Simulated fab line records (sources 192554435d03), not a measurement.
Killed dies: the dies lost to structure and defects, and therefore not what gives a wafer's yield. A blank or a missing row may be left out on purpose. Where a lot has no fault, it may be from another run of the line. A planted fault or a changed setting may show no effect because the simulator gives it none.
fab line records | flow n5_finfet
[record] lots = 4 wafers = 11 last_day = 17
route steps=1938 shown SD_EPI_P@308 SD_ACTIVATION@330 ILD0@335 SDB@347 BEOL_M4@1111 PASSIVATION@1936
lots untouched by any fault: they come from a run of this same line in which no faults occurred
start_h: start of the lot's first displayed wafer, in hours after the record's first day | wait_h: how many hours have passed since the lot's step before this one | " repeats the value in the row above | L1.1+2: several wafers, shown together as one row | - no value present, or no start provided | * or withheld: withheld | < > ~ a bound
route shown NAME@n: a module of which the file shows steps, and the number in the route of the first | usual: average and standard deviation across the fault-free wafers | same: alike in all rows | chamber/n: place in a boat | sites: per-site readings | _std_site: the standard deviation of these | _edge_site: the outer-site mean with the inner-site mean subtracted | radius_mm: how far each site lies from the wafer's centre | mask NAME#n: copy n | behind: tool/chamber where the wafer was last shaped | hold: what put the lot on hold/how long, in hours/how the hold closed | device: the n, p or np transistor that did not switch | end of line: the route-end tests of the same wafers | a step without rows: its recipe alone | killed: the dies lost at the first sort to structure and to defects; this is not the yield of the wafer | map: dies across one wafer; x = killed, . = not, _ = none there
set.NAME: the setting as run; set.NAME@STEP: as run at that earlier step | model.NAME: the simulator's own value behind a step, which no gauge read
lots at selected steps of the route; one table per step, one row per wafer
services: when a tool's chamber went out of use (start_h, in hours from the record's first day, below 0 if earlier), for how many hours, and the reason
[[steps]]
[step N5_SD_EPI_P_ETCH_37]
[recipe] chemistry = N2/H2 target = SOC overetch_a = 1080 mask_material = SiARC temp_c = 40 ion_energy_ev = 100 source_w = 3000 bias_w = 133 pressure_mtorr = 20 time_s = 486 n2_flow_sccm = 200 h2_flow_sccm = 200 ends = end_point
[step N5_SD_EPI_P_STRIP_38]
[recipe] chemistry = N2/H2 temp_c = 40 n2_flow_sccm = 200 h2_flow_sccm = 200 rf_frequency_hz = 6e+07
[step N5_SD_EPI_P_ETCHBACK_46]
[recipe] chemistry = CH3F/O2 mode = anisotropic_etchback target = SiNx target_depth_a = 175 stop_on = SiO2 over_etch_frac = 0.3 ion_energy_ev = 120 pressure_mtorr = 30 source_w = 395 bias_w = 73 Ar_flow_sccm = 150 CH3F_flow_sccm = 30 O2_flow_sccm = 20
[step N5_SD_EPI_P_ETCH_47]
[recipe] chemistry = CH3F/O2 target = SiOCN target_depth_a = 250 mask_material = SOC ion_energy_ev = 60 bias_w = 29 pressure_mtorr = 30 source_w = 410 Ar_flow_sccm = 150 CH3F_flow_sccm = 30 O2_flow_sccm = 20
[step N5_SD_EPI_P_ETCH_16]
[recipe] chemistry = CHF3/O2 target = SiO2 target_depth_a = 50 mask_material = SOC pressure_mtorr = 30 source_w = 650 bias_w = 170 Ar_flow_sccm = 200 CHF3_flow_sccm = 50 O2_flow_sccm = 5 ion_energy_ev = 200
[step N5_SD_EPI_P_STRIP_50]
[recipe] chemistry = CHF3/O2 resist = SiARC rf_frequency_hz = 6e+07
[step N5_SD_EPI_P_SD_RECESS_17]
[recipe] chemistry = HBr/Cl2/O2 target_depth_a = 391 bt_time_s = 3 pressure_mtorr = 10 icp_w = 800 bias_w = 112 HBr_flow_sccm = 150 Cl2_flow_sccm = 80 O2_flow_sccm = 12
[step N5_SD_EPI_P_WET_ETCH_45]
[recipe] chemistry = dHF dilution = withheld time_s = 10.7 target = SiO2 target_depth_a = 20 temp_c = 25 dry = ipa_marangoni rinse_time_s = 30 rinse_temp_c = 23
[step N5_SD_EPI_P_STRIP_40]
[recipe] chemistry = N2/H2 power_w = 1000 temp_c = 250 h2_frac = 0.65 overash_fraction = 0.3 pressure_mtorr = withheld n2_flow_sccm = 1750 h2_flow_sccm = 3250
[step N5_SD_EPI_P_PRECLEAN_52]
[recipe] chemistry = O3/DIW time_s = 60 temp_c = 22 o3_ppm = 10
[step N5_SD_EPI_P_SRD_20]
[recipe] dry = ipa_marangoni do_ppb = 5 time_s = 30 temp_c = 23 rinse_liquid = diw
[step N5_SD_EPI_P_PRECLEAN_51]
[recipe] chemistry = NF3:NH3 afs_cycles = 1 temp_c = 30 time_s = 20 sublimation_temp_c = 180 sublimation_time_s = 60 pressure_torr = 3 rf_power_w = 30
[step N5_SD_EPI_P_VAPOR_ETCH_44]
[recipe] chemistry = NF3/Ar target = SiGe30 temp_c = 25 time_s = 3.3 mode = isotropic
// columns lot.wafer tool chamber start_h wait_h
L684.3+5+6 epi_rpcvd-04 0 60.90 0.1
L697.4+5+6 epi_rpcvd-04 0 139.25 0.1
L701.2+4+5 epi_rpcvd-04 0 161.48 0.1
L703.5+6 epi_rpcvd-04 0 173.69 0.1
[step N5_SD_EPI_P_EPI_21]
[recipe] material = SiGe:B dopant = B temp_c = 550 pressure_torr = 20 ambient = H2 time_s = 355
[step N5_SD_EPI_P_HM_STRIP_48]
[recipe] chemistry = H3PO4 temp_c = 160 material = SiNx target = SiNx target_depth_a = 30 overetch_fraction = 0.3
[step N5_SD_EPI_P_SRD_49]
[recipe] dry = ipa_marangoni time_s = 30 temp_c = 23 rinse_liquid = diw
[step N5_SD_EPI_P_PRECLEAN_24]
[recipe] chemistry = O3/DIW time_s = 45 temp_c = 22 o3_ppm = 10
[step N5_SD_EPI_P_PRECLEAN_32]
[recipe] chemistry = dHF time_s = 10 dilution = 500:1 temp_c = 25
[step N5_SD_EPI_P_PRECLEAN_33]
[recipe] chemistry = SC2 time_s = 45 temp_c = 35 mix = 1:1:50
[step N5_SD_EPI_P_SRD_25]
[recipe] time_s = 30 temp_c = 23 rinse_liquid = diw dry = ipa_marangoni
[step N5_SD_ACTIVATION_RTA_00]
[recipe] temp_c = 975 time_s = 0 ambient = N2 idle_temp_c = 600 ramp_up_c_per_s = 150 ramp_down_c_per_s = 60 cool_to_c = 600
[step N5_SD_ACTIVATION_LSA_01]
[recipe] temp_c = 1080 time_s = 0.0008 ambient = N2
[step N5_ILD0_LINER_00]
[recipe] material = SiNx target_thk_a = 40 temp_c = 400 ald_precursor_family = SiH2I2 ald_co_reactant = N2/H2-plasma pulse_time_s = 1 purge_time_s = 2 co_reactant_purge_time_s = 2 ald_cycles = 80 pressure_torr = 2
[step N5_ILD0_FCVD_FILL_01]
[recipe] material = SiO2_flowable target_thk_a = 2000 temp_c = 100 pressure_torr = 0.8 rf_w = 2000 time_s = 328.3
[step N5_ILD0_CURE_02]
[recipe] temp_c = 450 time_s = 1800 ambient = steam idle_temp_c = 400 ramp_up_c_per_min = 5 ramp_down_c_per_min = 3 densification_p_h2o_torr = 640
[step N5_ILD0_CMP_03]
[recipe] stop_on = SiNx t_overpolish_s = 1.9 post_cmp_clean = alkaline_brush down_force_psi = 4.1491 platen_rpm = 51.796 pad_velocity_m_s = 1.0306 target_thk_nm = 197.38
[step N5_ILD0_CMP_07]
[recipe] stop_on = poly-Si material = SiO2_flowable t_overpolish_s = 1.18 post_cmp_clean = alkaline_brush down_force_psi = 4.1491 platen_rpm = 51.796 pad_velocity_m_s = 1.0306 target_thk_nm = 138.88
[step N5_ILD0_PRECLEAN_10]
[recipe] chemistry = NF3:NH3 afs_cycles = 5 time_s = 20 temp_c = 30 sublimation_temp_c = 180 sublimation_time_s = 60 pressure_torr = 3 rf_power_w = 30
[step N5_ILD0_ALD_15]
[recipe] material = SiNx target_thk_a = 240 temp_c = 400 ald_precursor_family = SiH2I2 ald_co_reactant = N2/H2-plasma pulse_time_s = 1 ald_cycles = 480 purge_time_s = 2 co_reactant_purge_time_s = 2 pressure_torr = 2
[step N5_ILD0_CMP_12]
[recipe] stop_on = poly-Si material = SiNx t_overpolish_s = 6 post_cmp_clean = alkaline_brush down_force_psi = 2.5 platen_rpm = 51.8 pad_velocity_m_s = 1.0307 target_thk_nm = 17.67
[step N5_SDB_HM_DEP_00]
[recipe] material = SiNx target_thk_a = 400 temp_c = 400 precursor = SiH4/NH3/N2 pressure_torr = 1.5 rf_w = 300 time_s = 35.3
[step N5_SDB_COAT_03]
[recipe] resist = SOC temp_c = 250 time_s = 60 spin_rpm = 1500 resist_thk_nm = 100
[step N5_SDB_COAT_04]
[recipe] resist = SiARC temp_c = 220 time_s = 60 spin_rpm = 1500 resist_thk_nm = 18
[step N5_BEOL_M4_RC_MEAS_101]
[usual] DIBL_N = 36.4/1.5 DIBL_P = 36.4/1.6 IOFF_N = 0.164/0.025 IOFF_P = 0.214/0.028 IOFF_P_85C = 3.7/0.41 IOFF_P_LIN = 0.101/0.011 ION_N = 675/9.9 ION_P = 463/6.5 REXT_P = 100.7/2.7 SS_N = 71.5/0.5 SS_P = 73.3/0.56 VT_N = 249.2/2.7 VT_P = -250.1/2.8 VT_P_LVT = -98.6/2.2
// columns lot.wafer tool chamber start_h wait_h DIBL_N[mV/V] DIBL_P[mV/V] IOFF_N[nA/um] IOFF_P[nA/um] IOFF_P_85C[nA/um] IOFF_P_LIN[nA/um] ION_N[uA/um] ION_P[uA/um] REXT_P[ohm.um] SS_N[mV/dec] SS_P[mV/dec] VT_N[mV] VT_P[mV] VT_P_LVT[mV]
L684.3 prober-01 0 178.24 0.3 39.6 37.6 0.187 0.249 4.2 0.111 669 464 105.9 71.7 74.6 250.1 -248.0 -95.3
L684.5 " 0 " " 38.6 36.5 0.166 0.237 4.1 0.110 676 467 105.8 71.9 73.4 250.8 -250.0 -96.4
L684.6 " 0 " " 36.4 34.3 0.138 0.211 3.7 0.104 672 469 103.1 71.2 73.3 254.0 -248.7 -97.1
L697.4 prober-01 0 243.79 0.5 36.9 38.0 0.184 0.230 3.9 0.107 669 464 96.6 72.2 73.2 248.4 -245.9 -95.8
L697.5 " 0 " " 37.1 39.4 0.187 0.242 4.1 0.110 674 466 96.2 72.0 73.8 249.5 -247.6 -94.7
L697.6 " 0 " " 37.3 39.1 0.190 0.245 4.1 0.113 682 467 95.5 71.6 73.5 248.4 -248.2 -95.3
L701.2 prober-02 0 276.93 0.2 37.1 46.5 0.163 0.678 9.7 0.253 665 508 86.7 72.0 75.4 247.4 -229.8 -79.2
L701.4 " 0 " " 35.5 34.9 0.144 0.205 3.6 0.098 674 461 102.2 71.7 73.4 250.9 -248.5 -100.1
L701.5 " 0 " " 38.8 48.0 0.211 0.778 10.9 0.281 687 518 87.0 71.7 76.6 244.4 -227.5 -78.0
L703.5 prober-01 0 289.00 0.6 38.9 49.7 0.199 0.751 10.7 0.263 690 522 85.5 71.5 75.3 244.8 -228.9 -76.5
L703.6 " 0 " " 35.5 35.8 0.135 0.190 3.4 0.090 659 454 100.0 71.6 72.4 253.0 -248.5 -98.4
[step N5_PASSIVATION_PROBE_49]
[usual] defect_limited_yield = 91.1/1.4 killed_at_M0_to_M3 = 35/8.7 killed_at_M4_up = 14/5.3 killed_at_contacts = 12/6.2 killed_at_front_end = 41/12 killed_at_other = 3.4/2.6 killed_dies = 105/16 killed_open = 67/13 killed_short = 36/7.3 sort_bin_4_leakage = 0/0 sort_bin_5_function = 5.2/0.96 sort_bin_6_memory = 3.3/0.6 sort_n_pass = 1075/16 sort_yield_pct = 91.1/1.4
[same] gross_dies = 1180 killed_at_back_side = 0 sort_bin_8_speed[%] = 0
// columns lot.wafer tool chamber start_h wait_h defect_limited_yield[%] killed_at_M0_to_M3 killed_at_M4_up killed_at_contacts killed_at_front_end killed_at_other killed_dies killed_open killed_short sort_bin_4_leakage[%] sort_bin_5_function[%] sort_bin_6_memory[%] sort_n_pass sort_yield_pct[%]
L684.3 prober-02 - 284.87 0.1 92.5 29 14 5 38 2 88 59 29 0 4.2 3.2 1092 92.5
L684.5 prober-02 - 284.97 0.2 89.7 39 22 9 46 5 121 82 39 0 5.1 4.7 1059 89.7
L684.6 prober-02 - 285.02 0.3 87.9 49 18 16 57 3 143 90 49 0 7.7 4.0 1037 87.9
L697.4 prober-02 - 346.68 0.4 92.5 22 15 8 38 5 88 48 38 0 4.2 3.1 1092 92.5
L697.5 prober-02 - 346.73 0.5 90.8 48 17 7 35 1 108 64 42 0 5.3 3.6 1072 90.8
L697.6 prober-02 - 346.78 0.5 93.2 24 15 13 28 0 80 48 32 0 3.6 2.7 1100 93.2
L701.2 prober-02 - 385.53 0.1 88.7 34 15 20 63 1 133 85 48 53.90 6.5 4.1 411 34.8
L701.4 prober-02 - 385.63 0.2 90.3 44 9 9 42 11 115 79 31 0 5.1 4.2 1065 90.3
L701.5 prober-02 - 385.68 0.2 92.3 22 13 8 40 8 91 49 41 78.14 4.1 2.9 167 14.2
L703.5 prober-01 - 398.34 0.2 90.7 34 22 14 29 11 110 68 41 65.68 5.9 3.0 295 25.0
L703.6 prober-01 - 398.39 0.3 88.9 38 16 18 55 4 131 87 43 0 6.2 4.6 1049 88.9
// killed by level:class
L684.3 FIN_SAQP:geometric_particle:open=12 BEOL_M0_SAQP:geometric_particle:open=9 BEOL_M0_SAQP:geometric_particle:short=8 STI_FIN_REVEAL:geometric_particle:open=7 BEOL_M4:geometric_particle:open=6 FIN_SAQP:geometric_particle:short=5 MOL_CONTACT_COAG:geometric_particle:open=5 BEOL_M3:geometric_particle:open=5
L684.5 FIN_SAQP:geometric_particle:open=14 STI_FIN_REVEAL:geometric_particle:open=12 BEOL_M4:geometric_particle:open=12 BEOL_M3:geometric_particle:open=9 MOL_CONTACT_COAG:geometric_particle:open=8 BEOL_M0_SAQP:geometric_particle:open=7 BEOL_M0_SAQP:geometric_particle:short=6 BEOL_M2:geometric_particle:short=6
L684.6 STI_FIN_REVEAL:geometric_particle:open=24 BEOL_M0_SAQP:geometric_particle:open=12 MOL_CONTACT_COAG:geometric_particle:open=10 BEOL_M0_SAQP:geometric_particle:short=10 BEOL_M4:geometric_particle:open=9 BEOL_M0:geometric_particle:open=9 MOL_CONTACT_COAG:geometric_particle:short=6 FIN_SAQP:geometric_particle:open=4
L697.4 FIN_SAQP:geometric_particle:open=10 BEOL_M0_SAQP:geometric_particle:short=8 BEOL_M0_SAQP:geometric_particle:open=8 STI_FIN_REVEAL:geometric_particle:open=6 GATE_CUT:geometric_particle:short=6 MOL_CONTACT_COAG:geometric_particle:open=6 BEOL_M4:geometric_particle:short=6 STARTING-WAFER:geometric_particle:open=5
L697.5 BEOL_M0_SAQP:geometric_particle:open=17 BEOL_M0_SAQP:geometric_particle:short=15 STI_FIN_REVEAL:geometric_particle:open=12 FIN_SAQP:geometric_particle:short=6 MOL_CONTACT_COAG:geometric_particle:open=6 BEOL_M4:geometric_particle:open=6 BEOL_M1:geometric_particle:open=5 BEOL_M4:geometric_particle:short=5
L697.6 BEOL_M0_SAQP:geometric_particle:short=11 MOL_CONTACT_COAG:geometric_particle:open=10 STI_FIN_REVEAL:geometric_particle:open=9 BEOL_M1:geometric_particle:open=7 BEOL_M4:geometric_particle:open=7 GATE_CUT:geometric_particle:short=6 BEOL_M0_SAQP:geometric_particle:open=4 BEOL_M4:geometric_particle:short=4
L701.2 FIN_SAQP:geometric_particle:short=17 MOL_CONTACT_COAG:geometric_particle:open=17 FIN_SAQP:geometric_particle:open=15 BEOL_M0_SAQP:geometric_particle:short=14 STI_FIN_REVEAL:geometric_particle:open=10 BEOL_M0_SAQP:geometric_particle:open=8 BEOL_M4:geometric_particle:open=7 BEOL_M5:geometric_particle:open=7
L701.4 FIN_SAQP:geometric_particle:short=11 FIN_SAQP:geometric_particle:open=10 BEOL_M3:geometric_particle:open=10 MOL_CONTACT_COAG:geometric_particle:open=9 BEOL_M2:geometric_particle:open=9 STI_FIN_REVEAL:geometric_particle:open=7 BEOL_M0_SAQP:geometric_particle:open=7 BEOL_M0_SAQP:geometric_particle:short=6
L701.5 FIN_SAQP:geometric_particle:short=16 STI_FIN_REVEAL:geometric_particle:open=9 BEOL_M0_SAQP:geometric_particle:open=8 MOL_CONTACT_COAG:geometric_particle:open=6 BEOL_M0_SAQP:geometric_particle:short=6 FIN_SAQP:geometric_particle:open=5 BEOL_M5:geometric_particle:open=5 STARTING-WAFER:geometric_particle:short=4
L703.5 BEOL_M0_SAQP:geometric_particle:short=13 MOL_CONTACT_COAG:geometric_particle:open=10 BEOL_M4:geometric_particle:open=10 BEOL_M0_SAQP:geometric_particle:open=9 DUMMY_GATE:geometric_particle:open=7 FIN_SAQP:geometric_particle:short=5 BEOL_M3:geometric_particle:open=5 ILD0:geometric_particle:open=4
L703.6 STI_FIN_REVEAL:geometric_particle:open=15 MOL_CONTACT_COAG:geometric_particle:open=13 BEOL_M3:geometric_particle:open=11 BEOL_M0_SAQP:geometric_particle:short=9 FIN_SAQP:geometric_particle:open=8 FIN_SAQP:geometric_particle:short=7 DUMMY_GATE:geometric_particle:open=7 BEOL_M1:geometric_particle:open=7
// map L701.2 (x killed, . not)
_________________...x.xx.....________________
______________x...x.x...x...x..._____________
___________...x......x..xx..x.x....__________
__________.x.......x.........x.x...._________
________xx...x................x......._______
_______......x.....x.................x.______
______.....x..........xx........x......._____
_____...............x..........x.........____
____.x............x..........x........x...___
___.xx.x......x............................__
___.......x.....x......x.......x....x...x..__
__......................x..................._
__..........x.........x....................x_
_.................x.....x........x.......x...
_.............x..........x..x.xx...........x.
_....x.......................................
_..................x....x.x................x.
_..x...x.........x...............x.........x.
_..........................x.x....xx.....x...
_............x......x.................x......
_.xx........................x.x.....x........
__............x........x..xx.xx............._
__.x.......x......x............x............_
___.x.....xx.......x..........x..........x.__
___......x....x.......................x....__
____...x........x..x.............x........___
_____x............x.x.....xx.............____
______......x.......x...x.x..x.........._____
_______x.........................x.....______
________......x.......x.x..x....x....._______
__________...x................x....._________
___________x..x......x.........x...__________
______________.........x..x....._____________
_________________xx......x...________________
// map L703.6 (x killed, . not)
_________________..x.........________________
______________xx...........x...._____________
___________....x.....x.............__________
__________.........................._________
________................x............._______
_______..x.......x......x..............______
______.x............xx.x.x.............._____
_____........x.....x..x..................____
____.x...........x.x........xx..xx....x..x___
___....x.........x......x.x.......x......x.__
___.....x.x........x........x..............__
__.x.xx....x.......x...................x...._
__................x........x....x..x...x...._
_.....x..........x...........................
_............x........x..x.x..........x......
_...x.......x....x.x..x..xx..xx..............
_...............x.x.....x.x..................
_.........x....xxx...........................
_...x.....................x.............xx..x
_.........x........x................x........
_x................x.........x..x.....x....x..
__..x.................x.....x.......x...x..x_
__....................x....................._
___......x.....x.....x..................x..__
___................xx..xx..x..x........x...__
____...............x...............x.....x___
_____...........xx..x.................x..____
______.............x.x.....xxx.........x_____
_______..................x.............______
________.xx.........xx................_______
__________...........x...........x.._________
___________...........x.........x..__________
______________...x.............._____________
_________________.xx.....x..x________________
[[services]]
// columns tool chamber start_h hours kind
epi_rpcvd-04 - 149.76 0.6 repair
[[key]]
[first_sign] step = N5_BEOL_M4_RC_MEAS_101 reading = IOFF_P direction = up sigmas = 18 usual = 0.214 struck = 0.736
[effect] step = N5_BEOL_M4_RC_MEAS_101 reading = IOFF_P_85C direction = up sigmas = 16 usual = 3.7 struck = 10.4
[effect] step = N5_BEOL_M4_RC_MEAS_101 reading = IOFF_P_LIN direction = up sigmas = 15 usual = 0.101 struck = 0.266
[effect] step = N5_BEOL_M4_RC_MEAS_101 reading = VT_P_LVT direction = up sigmas = 9.3 usual = -98.6 struck = -77.9
[effect] step = N5_BEOL_M4_RC_MEAS_101 reading = ION_P direction = up sigmas = 8.2 usual = 463 struck = 516
[effect] step = N5_BEOL_M4_RC_MEAS_101 reading = VT_P direction = up sigmas = 7.8 usual = -250.1 struck = -228.7
[effect] step = N5_BEOL_M4_RC_MEAS_101 reading = DIBL_P direction = up sigmas = 7.5 usual = 36.4 struck = 48.1
[effect] step = N5_BEOL_M4_RC_MEAS_101 reading = REXT_P direction = down sigmas = 5.3 usual = 100.7 struck = 86.4
[effect] step = N5_BEOL_M4_RC_MEAS_101 reading = SS_P direction = up sigmas = 4.4 usual = 73.3 struck = 75.8
[effect] step = N5_PASSIVATION_PROBE_49 reading = sort_bin_4_leakage direction = up sigmas = 99+ usual = 0 struck = 65.90
met_at N5_SD_EPI_P_VAPOR_ETCH_44
struck_wafers L701.2,L701.5,L703.5
onset_between 139.25 161.48
[fault] kind = process_parameter_drift tool = epi_rpcvd-04 chamber = - onset_h = 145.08 steps = N5_SD_EPI_P_VAPOR_ETCH_44 channel = time_s offset = * shape = step end_h = 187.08 scope = struck_wafers_only acts_in = * stated = *
